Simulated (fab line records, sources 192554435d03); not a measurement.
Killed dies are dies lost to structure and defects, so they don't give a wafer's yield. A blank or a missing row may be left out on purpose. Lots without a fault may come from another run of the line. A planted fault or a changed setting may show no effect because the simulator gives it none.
A struck lot beside a sound one | flow n5_finfet | 36 steps out of a route of 1938
Sound: wafers L311.2, L311.4, L311.5. Struck: wafer L313.2. (L313.4, L313.5 of the same lot were not struck and are left out.) The cause comes at the end.
At each step with rows: each side's tool, then ch and its chambers, then its first start. Under that, the readings that differ: sound wafers | struck wafers | difference of the means | sigmas: that difference in standard deviations of wafers without a fault.
alike: readings whose means differ by less than 2 such deviations, and words and numbers that are the same on both sides. not compared: withheld readings, readings that some wafer has no value for, bounds like >300 that may hide the same value, and numbers for which the record gives no deviation and whose values overlap.
The two part at a step that has a row with sigmas, a row that says differs or no value, or rows on one side only. Numbers that don't overlap but have no deviation are shown without sigmas and don't part them. A reading that every wafer of one side lacks parts them only if that side has two wafers or more.

first, 8 steps without rows for these wafers: N5_BEOL_M0_ECD_118 (material Cu, target thk 300 nm); N5_BEOL_M0_ANNEAL_119 (time 90 s); N5_BEOL_M0_CMP_120 (polishes, stops on SiOC, t overpolish 6.9 s); N5_BEOL_M0_PRE_CLEAN_131 (time 15 s); N5_BEOL_M0_CO_CAP_123 (material Co, precursor CCTBA/H2, target thk 2 nm, time 102.1 s); N5_BEOL_M0_PRE_CLEAN_124 (time 15 s); N5_BEOL_M0_DEP_125 (deposits SiCN from 3MS/NH3, target thk 8 nm, time 14 s); N5_BEOL_M1_ILD_DEP_00 (deposits SiOC from DEMS/O2, target thk 79 nm, time 15.3 s).
N5_BEOL_M1_PECVD_72: deposits SiO2 from TEOS/O2, target thk 16 nm, time 18 s.
  sound on pecvd-03 ch 1,2, day 6 21:55; struck on pecvd-03 ch 2, day 8 01:26
  reading                                    | sound                | struck | difference | sigmas
  susceptor_temp_C (C)                       | 400.18 399.85 400.23 | 392.21 | -7.88      | -36
  model.SiO2_of_BEOL_M1_PECVD_72.thk_nm (nm) | 15.6 15.8 16         | 17     | +1         |
  alike: heater_power_w, showerhead_plenum_p_Torr, showerhead_vpp_V, throttle_valve_pct
then, 25 steps without rows for these wafers: N5_BEOL_M1_HM_DEP_02 (deposits TiN, target thk 20 nm); N5_BEOL_M1_COAT_61 (time 60 s, resist thk 60 nm); N5_BEOL_M1_COAT_62 (time 60 s, resist thk 12 nm); N5_BEOL_M1_COAT_73 (time 60 s, resist thk 5 nm); N5_BEOL_M1_COAT_05 (resist thk 30 nm); N5_BEOL_M1_EBR_07; N5_BEOL_M1_SOFTBAKE_06 (time 60 s); N5_BEOL_M1_EXPOSE_08 (exposes mask M1); N5_BEOL_M1_PEB_09 (peb time 60 s); N5_BEOL_M1_DEVELOP_10 (develop time 30 s); N5_BEOL_M1_DESCUM_16 (chemistry O2, time 7 s); N5_BEOL_M1_ETCH_74 (etches underlayer in N2/H2, target depth 6.5 nm, time 5.2 s); N5_BEOL_M1_ETCH_63 (etches SiARC in CF4, target depth 15.6 nm, time 26 s); N5_BEOL_M1_ETCH_64 (etches SOC in N2/H2, target depth 75 nm, overetch 15 nm, time 112.5 s); N5_BEOL_M1_STRIP_65 (strips in N2/H2); N5_BEOL_M1_STRIP_75 (strips in N2/H2); N5_BEOL_M1_STRIP_66 (strips in CF4); N5_BEOL_M1_HM_OPEN_17 (chemistry Cl2/BCl3, target TiN, target depth 20 nm, overetch 6 nm); N5_BEOL_M1_STRIP_19 (strips in O2); N5_BEOL_M1_COAT_67 (time 60 s, resist thk 60 nm); N5_BEOL_M1_COAT_68 (time 60 s, resist thk 12 nm); N5_BEOL_M1_COAT_76 (time 60 s, resist thk 5 nm); N5_BEOL_M1_COAT_22 (resist thk 30 nm); N5_BEOL_M1_EBR_24; N5_BEOL_M1_SOFTBAKE_23 (time 60 s).
N5_BEOL_M1_HM_STRIP_39: strips TiN in peroxide tin strip, target depth 25 nm, time 158 s.
  sound on wet_bench-06 ch 1,2,3, day 7 03:36; struck on wet_bench-06 ch 4, day 8 15:55
  reading                                    | sound        | struck | difference | sigmas
  model.SiO2_of_BEOL_M1_PECVD_72.thk_nm (nm) | 15.4 15.6 16 | 16.8   | +1.1       |
-- the record jumps here: 3 days lie between the struck wafers' starts before and after (it left off in module BEOL_M1 and takes up again in module BEOL_M4, whose first step shown is number 1111 of the route) --
N5_BEOL_M4_RC_MEAS_101:
  sound on prober-01 ch 0, day 10 06:14; struck on prober-01 ch 0, day 11 21:47
  alike: DIBL_N, DIBL_P, IOFF_N, IOFF_P, ION_N, ION_P, SS_N, SS_P, VT_N, VT_P

WHERE THEY PART
Only at N5_BEOL_M1_PECVD_72, within this record. Later steps at which nothing parts them and some readings are alike: N5_BEOL_M4_RC_MEAS_101.

WHY: what the simulator had put in
Process parameter drift: pecvd-03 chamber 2, from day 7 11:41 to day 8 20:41, at N5_BEOL_M1_PECVD_72. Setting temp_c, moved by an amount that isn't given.
